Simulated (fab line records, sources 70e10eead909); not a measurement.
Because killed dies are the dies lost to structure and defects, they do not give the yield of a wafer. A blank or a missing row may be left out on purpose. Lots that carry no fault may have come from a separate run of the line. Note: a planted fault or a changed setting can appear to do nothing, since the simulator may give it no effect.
One fault through the eyes of 2 desks | flow nandHarc | numbers are kept per desk, each desk with only its own; the story behind them comes last

== FROM THE METROLOGY DESK ==
What the gauges read for every lot (on any tool): the sampled wafers with a number, averaged. A lot is out of limits, marked OUT, if its mean lies more than 4 standard deviations from the usual mean; the brackets give that distance.
Columns: A = cdNm at NHARC_P_M0_CD_MEAS_09, usual 90.1 nm
lot  | first seen here | A
L734 | day 6 06:24     | 90.1
L736 | day 6 23:58     | 90.1
L737 | day 7 00:32     | 90.3
L738 | day 7 14:19     | 90.3
L739 | day 7 15:17     | 90.1
L740 | day 8 02:52     | 90.4
L742 | day 8 20:20     | 90.0
L743 | day 9 00:35     | 89.8
L749 | day 9 20:18     | 66.3 (-61) OUT
L751 | day 10 06:37    | 90.2
L752 | day 10 22:13    | 89.8
L755 | day 11 03:27    | 89.9
L754 | day 11 03:56    | 90.2
This desk's verdict: out of limits on L749, starting with L749 at day 9 20:18 (cdNm at NHARC_P_M0_CD_MEAS_09). L734, L736, L737, L738, L739, L740, L742, L743, L751, L752, L755, L754 stayed within limits.

== TOOL OWNER'S DESK, arfiScanner-02 ==
The tool's own readings at NHARC_P_M0_EXPOSE_06 (exposes mask P M0, target cd 90 nm): means of the sampled wafers that have a number, for each lot that ran on this tool. A lot is out of limits, marked OUT, if its mean lies more than 4 standard deviations from the usual mean; the brackets give that distance.
Columns: A = exposureDoseMJCm2 at NHARC_P_M0_EXPOSE_06, usual 81.27
lot  | first seen here | A
L738 | day 7 14:10     | 81.22
L740 | day 8 02:43     | 81.22
L743 | day 9 00:27     | 81.36
L749 | day 9 20:10     | 54.73 (-99 or more) OUT
This desk's verdict: out of limits on L749, starting with L749 at day 9 20:10 (exposureDoseMJCm2 at NHARC_P_M0_EXPOSE_06). L738, L740, L743 stayed within limits.

== BROUGHT TOGETHER ==
On L749, at day 9 20:10, an alarm was possible from the tool owner's desk.
L749 would have let the metrology desk raise an alarm at day 9 20:18.
NHARC_P_M0_EXPOSE_06 was run on arfiScanner-02 by each of the lots named.

== WHAT THE SIMULATOR HAD PUT IN ==
Drift in process parameters on arfiScanner-02 at NHARC_P_M0_EXPOSE_06, starting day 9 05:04. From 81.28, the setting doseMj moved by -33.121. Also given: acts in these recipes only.
Lots struck among those shown: L749.
Delay (hours) between the fault's onset and each desk's first out-of-limits reading: 15 at the tool owner's desk, 15 at the metrology desk.
